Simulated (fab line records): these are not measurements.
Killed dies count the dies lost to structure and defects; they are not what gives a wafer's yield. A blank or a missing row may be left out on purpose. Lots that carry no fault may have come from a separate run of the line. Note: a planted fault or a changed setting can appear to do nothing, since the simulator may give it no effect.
Chamber matching ; flow nand_harc ; rie_diel-04 running NHARC_A_STAIRCASE_TRIM_12: 4 sister chambers
The step chemistry O2, time 211.2 s. 20 wafers are shown with their chamber, then 10 later ones without.

== WAFERS PAIRED WITH THEIR CHAMBERS ==
wafer;chamber;showerhead_plenum_p_Torr (Torr);oes_product_au (a.u.);chamber_pressure_mTorr (mTorr)
L076.2;1;3.56;1.007;60.00
L076.3;2;3.46;0.997;59.96
L076.4;3;3.30;1.000;59.95
L078.1;0;3.59;1.009;60.07
L078.3;1;3.56;1.007;60.04
L078.5;2;3.45;1.009;59.97
L079.3;1;3.55;1.004;59.97
L079.5;0;3.58;1.007;60.09
L079.6;3;3.30;0.994;59.99
L080.4;1;3.55;1.001;60.03
L080.5;0;3.58;1.007;60.00
L080.6;1;3.55;1.006;59.95
L083.1;1;3.54;1.005;60.00
L083.4;2;3.44;0.987;59.99
L083.6;0;3.57;1.016;59.97
L086.1;3;3.29;0.994;59.97
L086.4;2;3.44;1.005;59.94
L086.6;0;3.57;1.011;60.08
L089.3;0;3.56;1.006;60.01
L089.4;1;3.53;1.004;59.98

SIGNATURES (averages over the wafers above)
reading;chamber 0;chamber 1;chamber 2;chamber 3;scatter within a chamber
showerhead_plenum_p_Torr;3.5750;3.5486;3.4475;3.2967;0.00993
oes_product_au;1.00933;1.00486;0.99950;0.99600;0.00502
chamber_pressure_mTorr;60.0367;59.9957;59.9650;59.9700;0.0359
Rule: a wafer's distance from a chamber is the root of the sum, over the readings, of the square of ((its reading less the chamber's mean) divided by the reading's scatter). The wafer belongs to the nearest chamber; if the next one is less than 2 further off, it can't be placed. How the scatter is found: for the shown wafers, subtract from each reading the mean of its chamber, square and add these, divide the total by (wafers less chambers), then take the root.

== WAFERS WITHOUT THEIR CHAMBER ==
wafer;showerhead_plenum_p_Torr (Torr);oes_product_au (a.u.);chamber_pressure_mTorr (mTorr)
L089.5;3.43;1.005;60.06
L090.1;3.56;1.007;60.02
L090.3;3.53;1.009;59.91
L090.6;3.56;1.006;59.99
L094.1;3.56;1.015;60.00
L094.4;3.43;0.991;60.08
L094.5;3.81;0.980;59.97
L096.1;3.43;0.999;59.95
L096.5;3.43;0.997;60.11
L096.6;3.80;0.976;60.09

== EACH ONE'S CHAMBER ==
wafer;from the rows above;in truth
L089.5;2;2
L090.1;can't be placed: 1 or 0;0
L090.3;1;1
L090.6;can't be placed: 1 or 0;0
L094.1;can't be placed: 0 or 1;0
L094.4;2;2
L094.5;0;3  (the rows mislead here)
L096.1;2;2
L096.5;2;2
L096.6;0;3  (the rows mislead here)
Correctly placed: 5 of 10. These rows do not allow placing 3 (true chamber among the candidates in 3). 2 placed wrongly.
